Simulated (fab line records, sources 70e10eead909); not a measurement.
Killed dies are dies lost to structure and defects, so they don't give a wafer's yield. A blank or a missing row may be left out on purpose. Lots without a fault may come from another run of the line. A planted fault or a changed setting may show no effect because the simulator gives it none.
Chamber matching | flow nand_harc | NHARC_A_BLC_STRIP_29 on rie_diel-12: 4 sister chambers
The step strips in CF4. 20 wafers are shown with their chamber, then 10 later ones without.

WAFERS WITH THEIR CHAMBER
wafer  | chamber | showerhead_plenum_p_Torr (Torr) | oes_product_au (a.u.) | rf_vpp_V (V)
L075.1 | 1       | 1.73                            | 1.000                 | 59.4
L075.3 | 0       | 1.73                            | 0.986                 | 60.2
L075.4 | 2       | 1.82                            | 0.992                 | 61.0
L077.1 | 3       | 1.67                            | 0.986                 | 57.4
L077.5 | 2       | 1.82                            | 1.004                 | 59.2
L077.6 | 1       | 1.73                            | 1.002                 | 59.1
L084.3 | 2       | 1.82                            | 0.984                 | 59.8
L084.4 | 3       | 1.67                            | 0.984                 | 58.5
L084.5 | 1       | 1.73                            | 1.001                 | 57.7
L080.2 | 1       | 1.73                            | 1.002                 | 59.9
L080.4 | 0       | 1.72                            | 1.007                 | 59.1
L080.5 | 1       | 1.73                            | 1.005                 | 60.2
L089.4 | 0       | 1.72                            | 1.015                 | 58.3
L089.5 | 1       | 1.73                            | 1.010                 | 59.7
L089.6 | 2       | 1.82                            | 0.981                 | 58.1
L090.1 | 1       | 1.73                            | 1.008                 | 58.3
L090.3 | 0       | 1.72                            | 1.007                 | 58.2
L090.5 | 0       | 1.72                            | 1.007                 | 57.7
L091.1 | 2       | 1.82                            | 0.995                 | 60.6
L091.5 | 0       | 1.72                            | 1.009                 | 60.5

SIGNATURES (means of the wafers above)
reading                  | chamber 0 | chamber 1 | chamber 2 | chamber 3 | scatter within a chamber
showerhead_plenum_p_Torr | 1.7217    | 1.7300    | 1.8200    | 1.6700    | 0.00228
oes_product_au           | 1.00517   | 1.00400   | 0.99120   | 0.98500   | 0.00755
rf_vpp_V                 | 59.000    | 59.186    | 59.740    | 57.950    | 1.04
Rule: a wafer's distance from a chamber is the root of the sum, over the readings, of the square of ((its reading less the chamber's mean) divided by the reading's scatter). The wafer belongs to the nearest chamber; if the next one is less than 2 further off, it can't be placed. The scatter: the root of (the sum of the squares of (reading less its chamber's mean) over the shown wafers, divided by (wafers less chambers)).

WAFERS WITHOUT THEIR CHAMBER
wafer  | showerhead_plenum_p_Torr (Torr) | oes_product_au (a.u.) | rf_vpp_V (V)
L091.6 | 1.73                            | 0.993                 | 58.8
L094.1 | 1.72                            | 1.021                 | 59.2
L094.2 | 1.73                            | 1.004                 | 59.4
L094.3 | 1.67                            | 1.002                 | 57.7
L095.1 | 1.82                            | 0.989                 | 59.3
L095.3 | 1.73                            | 0.995                 | 60.3
L095.5 | 1.73                            | 1.001                 | 59.2
L096.3 | 1.82                            | 0.987                 | 60.5
L096.5 | 1.82                            | 0.989                 | 59.9
L096.6 | 1.67                            | 0.992                 | 57.4

WHICH CHAMBER EACH WENT THROUGH
wafer  | from the rows above | in truth
L091.6 | 1                   | 1
L094.1 | 0                   | 0
L094.2 | 1                   | 1
L094.3 | 3                   | 3
L095.1 | 2                   | 2
L095.3 | 1                   | 1
L095.5 | 1                   | 1
L096.3 | 2                   | 2
L096.5 | 2                   | 2
L096.6 | 3                   | 3
Placed correctly: 10 of 10. Can't be placed from these rows: 0. Placed wrongly: 0.
